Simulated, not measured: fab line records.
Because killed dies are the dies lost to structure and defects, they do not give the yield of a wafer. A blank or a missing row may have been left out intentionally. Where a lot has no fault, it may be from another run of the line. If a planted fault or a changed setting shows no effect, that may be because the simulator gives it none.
Which of the tools did it? | flow n5-finfet | 9 lots, 27 wafers sampled, at 6 steps of a route of 1938

== WHAT THE GAUGES READ, wafer by wafer ==
N5_BEOL_M1_CD_MEAS_18: pitch 36 nm, target cd 18 nm. Usual: cd-nm 18.1 nm, standard deviation 0.35.
lot  | measured     | on        | cd-nm (nm)     | flag
L116 | day 6 00:20  | cd-sem-01 | 18.6 18.0 18.0 |
L120 | day 7 11:56  | cd-sem-03 | 18.1 18.1 18.1 |
L121 | day 7 17:11  | cd-sem-01 | 18.3 18.1 18.2 |
L125 | day 8 03:56  | cd-sem-03 | 18.4 17.7 18.0 |
L126 | day 8 08:56  | cd-sem-03 | 18.1 17.9 17.6 |
L127 | day 8 20:15  | cd-sem-03 | 18.1 17.8 17.7 |
L134 | day 10 14:07 | cd-sem-02 | 18.0 18.1 18.2 |
L136 | day 11 07:10 | cd-sem-01 | 18.1 18.0 17.9 |
L137 | day 11 13:33 | cd-sem-01 | 17.5 18.1 17.8 |

N5_BEOL_M1_INSPECT_30: inspects for defects (brightfield). Usual: raw-defect-count 424, standard deviation 83.
lot  | measured     | on                | raw-defect-count | flag
L116 | day 6 00:52  | defect-inspect-01 | 332 353 406      |
L120 | day 7 12:20  | defect-inspect-02 | 377 318 375      |
L121 | day 7 17:36  | defect-inspect-02 | 534 584 496      |
L125 | day 8 04:22  | defect-inspect-02 | 431 575 491      |
L126 | day 8 09:28  | defect-inspect-01 | 327 247 350      |
L127 | day 8 20:40  | defect-inspect-02 | 543 473 493      |
L134 | day 10 14:39 | defect-inspect-02 | 559 423 443      |
L136 | day 11 07:41 | defect-inspect-02 | 486 500 491      |
L137 | day 11 14:05 | defect-inspect-02 | 458 421 558      |

N5_BEOL_M1_OCD_MEAS_38. Usual: trench-depth-nm 55.2 nm, standard deviation 1.1.
lot  | measured     | on     | trench-depth-nm (nm) | flag
L116 | day 6 11:22  | ocd-01 | 56.1 53.9 56.5       |
L120 | day 8 03:30  | ocd-02 | 55.8 54.1 54.3       |
L121 | day 8 04:34  | ocd-01 | 55.6 53.3 53.4       |
L125 | day 8 11:22  | ocd-02 | 54.2 53.3 55.9       |
L126 | day 8 11:50  | ocd-01 | 53.9 56.6 55.4       |
L127 | day 8 21:53  | ocd-02 | 55.6 53.4 54.0       |
L134 | day 10 19:55 | ocd-02 | 48.7 48.2 49.8       | OFF
L136 | day 11 08:56 | ocd-01 | 50.1 48.8 48.7       | OFF
L137 | day 11 17:09 | ocd-01 | 55.4 56.7 56.3       |

N5_BEOL_M4_RC_MEAS_101. Usual: DIBL_N 36.4 mV/V, standard deviation 1.7; DIBL_P 36.4 mV/V, standard deviation 2.1; IOFF_N 0.16 nA/um, standard deviation 0.035; IOFF_P 0.21 nA/um, standard deviation 0.035; ION_N 680 uA/um, standard deviation 11; ION_P 465 uA/um, standard deviation 6.8; SS_N 71.5 mV/dec, standard deviation 0.58; SS_P 73.2 mV/dec, standard deviation 0.72; VT_N 249 mV, standard deviation 3.6; VT_P -250 mV, standard deviation 3.1.
lot  | measured     | on        | DIBL_N (mV/V)  | DIBL_P (mV/V)  | IOFF_N (nA/um) | IOFF_P (nA/um) | ION_N (uA/um) | ION_P (uA/um) | SS_N (mV/dec)  | SS_P (mV/dec)  | VT_N (mV)   | VT_P (mV)      | flag
L116 | day 8 12:06  | prober-02 | 38.5 37.1 36.7 | 37.3 34.6 34.6 | 0.18 0.14 0.14 | 0.21 0.17 0.15 | 693 685 668   | 464 461 447   | 71.5 71.3 71.4 | 73.9 73.2 73.4 | 246 253 253 | -248 -254 -254 |
L120 | day 9 21:58  | prober-02 | 35.7 34.6 36.0 | 37.8 35.9 37.8 | 0.17 0.14 0.18 | 0.19 0.17 0.20 | 678 662 680   | 457 451 459   | 71.7 71.5 71.9 | 73.8 73.2 74.4 | 250 252 247 | -254 -256 -251 |
L121 | day 9 17:30  | prober-02 | 37.9 35.0 37.2 | 39.1 34.9 37.8 | 0.19 0.13 0.16 | 0.23 0.17 0.21 | 686 666 669   | 461 458 459   | 72.5 70.4 71.7 | 74.7 73.3 73.2 | 247 255 251 | -251 -254 -252 |
L125 | day 10 02:14 | prober-02 | 36.5 38.0 40.3 | 36.4 39.3 42.2 | 0.14 0.19 0.24 | 0.19 0.24 0.30 | 686 693 701   | 472 474 475   | 72.0 71.2 72.4 | 73.6 73.5 74.3 | 251 249 244 | -252 -249 -245 |
L126 | day 10 04:45 | prober-01 | 37.7 35.5 35.9 | 36.4 33.3 34.8 | 0.19 0.13 0.14 | 0.24 0.18 0.21 | 697 655 682   | 474 457 469   | 71.9 71.9 71.6 | 73.2 72.4 72.8 | 244 252 246 | -246 -252 -246 |
L127 | day 10 17:04 | prober-02 | 37.5 37.0 38.2 | 39.5 37.7 39.3 | 0.18 0.16 0.19 | 0.23 0.20 0.22 | 680 662 677   | 463 456 458   | 71.6 71.4 71.7 | 74.5 73.6 74.7 | 249 250 247 | -249 -251 -249 |
L134 | day 12 14:55 | prober-02 | 34.0 37.2 35.8 | 33.9 36.5 35.5 | 0.12 0.16 0.14 | 0.15 0.19 0.18 | 664 674 676   | 457 458 464   | 71.4 71.8 70.8 | 72.0 72.7 72.2 | 256 250 252 | -253 -252 -255 |
L136 | day 13 14:23 | prober-01 | 36.7 35.4 35.4 | 38.0 35.9 36.5 | 0.19 0.17 0.18 | 0.23 0.19 0.19 | 681 684 690   | 460 460 466   | 71.7 71.5 71.6 | 73.4 73.1 73.5 | 245 246 248 | -249 -253 -254 |
L137 | day 13 05:23 | prober-02 | 39.5 37.7 41.5 | 40.4 37.7 42.8 | 0.24 0.19 0.31 | 0.28 0.23 0.32 | 686 702 717   | 463 471 480   | 73.2 71.0 72.9 | 74.5 73.2 75.0 | 243 243 239 | -247 -249 -245 |

== EACH LOT AND THE TOOL THAT RAN IT (in order: tool; ch and the chambers of the sampled wafers; start) ==
lot  | N5_BEOL_M1_VIA_ETCH_34             | N5_BEOL_M1_TRENCH_ETCH_37
L116 | rie-diel-05 ch 0,1, day 6 11:06    | rie-diel-05 ch 0,1, day 6 11:12
L120 | rie-diel-03 ch 0,1,2, day 8 03:15  | rie-diel-03 ch 0,1,2, day 8 03:21
L121 | rie-diel-03 ch 0,1, day 8 04:19    | rie-diel-03 ch 0,1, day 8 04:25
L125 | rie-diel-03 ch 0,1,2, day 8 11:07  | rie-diel-03 ch 0,1,2, day 8 11:13
L126 | rie-diel-05 ch 0,2,3, day 8 11:35  | rie-diel-05 ch 0,2,3, day 8 11:41
L127 | rie-diel-03 ch 0,3, day 8 21:38    | rie-diel-03 ch 0,3, day 8 21:44
L134 | rie-diel-03 ch 0,1,2, day 10 19:40 | rie-diel-03 ch 0,1,2, day 10 19:46
L136 | rie-diel-03 ch 1,2, day 11 08:40   | rie-diel-03 ch 1,2, day 11 08:46
L137 | rie-diel-05 ch 1,2,3, day 11 16:53 | rie-diel-05 ch 1,2,3, day 11 16:59
- N5_BEOL_M1_VIA_ETCH_34: etches the open film in C4F6/O2, target depth 67.8 nm, time 64.4 s.
- N5_BEOL_M1_TRENCH_ETCH_37: etches SiOC in C4F6/O2, target depth 55.207 nm, time 29 s.

== WHAT THE TOOLS THEMSELVES READ (means of the sampled wafers that have a number; where no wafer has one, the mark that the record gives instead) ==
N5_BEOL_M1_VIA_ETCH_34. Usual: O2_flow_sccm 10.01 sccm, standard deviation 0.031; bias-w 170.0 W, standard deviation 0.5; drypump-motor-current-A 5.43 A, standard deviation 0.29; oes-product-au 0.77 a.u., standard deviation 0.1; rf-fwd-power-W 346.9 W, standard deviation 1.5; rf-vpp-V 667 V, standard deviation 8.8; showerhead-plenum-p-Torr 2.88 Torr, standard deviation 0.08; throttle-valve-pct 30.71 %, standard deviation 0.29.
lot  | tool        | O2_flow_sccm (sccm) | bias-w (W) | drypump-motor-current-A (A) | oes-product-au (a.u.) | rf-fwd-power-W (W) | rf-vpp-V (V) | showerhead-plenum-p-Torr (Torr) | throttle-valve-pct (%) | flag
L116 | rie-diel-05 | 10.03               | 170.0      | 5.30                        | 0.88                  | 344.9              | 664          | 2.83                            | 30.57                  |
L120 | rie-diel-03 | 10.01               | 169.4      | 5.50                        | 0.74                  | 347.2              | 664          | 2.88                            | 30.66                  |
L121 | rie-diel-03 | 9.99                | 169.8      | 5.72                        | 0.75                  | 347.7              | 667          | 2.89                            | 30.48                  |
L125 | rie-diel-03 | 9.99                | 169.7      | 5.51                        | 0.74                  | 346.8              | 665          | 2.88                            | 30.64                  |
L126 | rie-diel-05 | 10.01               | 170.6      | 5.35                        | 0.80                  | 347.6              | 662          | 2.89                            | 30.91                  |
L127 | rie-diel-03 | 9.97                | 169.8      | 5.68                        | 0.70                  | 347.8              | 674          | 2.84                            | 30.47                  |
L134 | rie-diel-03 | 10.01               | 169.7      | 5.51                        | 0.73                  | 346.8              | 665          | 2.88                            | 30.67                  |
L136 | rie-diel-03 | 10.01               | 170.7      | 5.26                        | 0.71                  | 347.5              | 662          | 2.87                            | 30.85                  |
L137 | rie-diel-05 | 9.99                | 170.1      | 5.47                        | 0.83                  | 346.8              | 665          | 2.84                            | 30.66                  |

N5_BEOL_M1_TRENCH_ETCH_37. Usual: O2_flow_sccm 10.00 sccm, standard deviation 0.03; bias-w 185.0 W, standard deviation 0.53; drypump-motor-current-A 5.43 A, standard deviation 0.28; oes-product-au 0.77 a.u., standard deviation 0.1; rf-fwd-power-W 350.0 W, standard deviation 1.8; rf-vpp-V 667 V, standard deviation 9; showerhead-plenum-p-Torr 2.88 Torr, standard deviation 0.08; throttle-valve-pct 20.83 %, standard deviation 0.24.
lot  | tool        | O2_flow_sccm (sccm) | bias-w (W) | drypump-motor-current-A (A) | oes-product-au (a.u.) | rf-fwd-power-W (W) | rf-vpp-V (V) | showerhead-plenum-p-Torr (Torr) | throttle-valve-pct (%) | flag
L116 | rie-diel-05 | 10.00               | 184.9      | 5.29                        | 0.87                  | 349.5              | 664          | 2.83                            | 20.64                  |
L120 | rie-diel-03 | 10.00               | 184.9      | 5.49                        | 0.74                  | 349.9              | 665          | 2.89                            | 20.81                  |
L121 | rie-diel-03 | 10.02               | 184.3      | 5.71                        | 0.75                  | 350.0              | 668          | 2.89                            | 20.66                  |
L125 | rie-diel-03 | 10.02               | 185.4      | 5.50                        | 0.74                  | 349.7              | 665          | 2.89                            | 20.82                  |
L126 | rie-diel-05 | 9.99                | 184.9      | 5.35                        | 0.80                  | 351.5              | 661          | 2.90                            | 20.93                  |
L127 | rie-diel-03 | 10.02               | 184.6      | 5.68                        | 0.70                  | 350.7              | 675          | 2.85                            | 20.74                  |
L134 | rie-diel-03 | 10.00               | 185.1      | 5.50                        | 0.68                  | 265.4              | 765          | 2.88                            | 20.84                  | OFF
L136 | rie-diel-03 | 9.98                | 184.7      | 5.25                        | 0.67                  | 265.6              | 762          | 2.87                            | 20.97                  | OFF
L137 | rie-diel-05 | 10.00               | 185.2      | 5.51                        | 0.84                  | 349.8              | 663          | 2.84                            | 20.69                  |

== THE ANSWER, worked out from the rows above alone ==
Rule: lot off if the mean of its wafers having a number is beyond 3 standard deviations from the usual mean. Also off: a lot with no number at a reading for which 4 or more lots have one. Where the step has rows for the other lots, those lots are counted as sound. The gauges are gone through in route order, then the tools' own readings, and for those a lot's mean is taken as printed above. The first step at which some lot is off is used, and at that step the reading that is off furthest; a lot without a number counts as furthest.
Off at N5_BEOL_M1_OCD_MEAS_38 (trench-depth-nm): L134, L136.
A tool fits if, at a process step before that reading, it ran every lot that is off, and no sound lot after the first of them. Not tried: the gauges at N5_BEOL_M1_OCD_MEAS_38; whatever is off there is also off at N5_BEOL_M1_TRENCH_ETCH_37, on other tools, and gauge error can't account for it. One fits: N5_BEOL_M1_VIA_ETCH_34 and N5_BEOL_M1_TRENCH_ETCH_37 on rie-diel-03. At N5_BEOL_M1_VIA_ETCH_34 its last sound lot is L127 (day 8 21:38), its first lot that is off L134 (day 10 19:40): a fault that began between those two fits.

== WHAT WAS PUT IN BY THE SIMULATOR ==
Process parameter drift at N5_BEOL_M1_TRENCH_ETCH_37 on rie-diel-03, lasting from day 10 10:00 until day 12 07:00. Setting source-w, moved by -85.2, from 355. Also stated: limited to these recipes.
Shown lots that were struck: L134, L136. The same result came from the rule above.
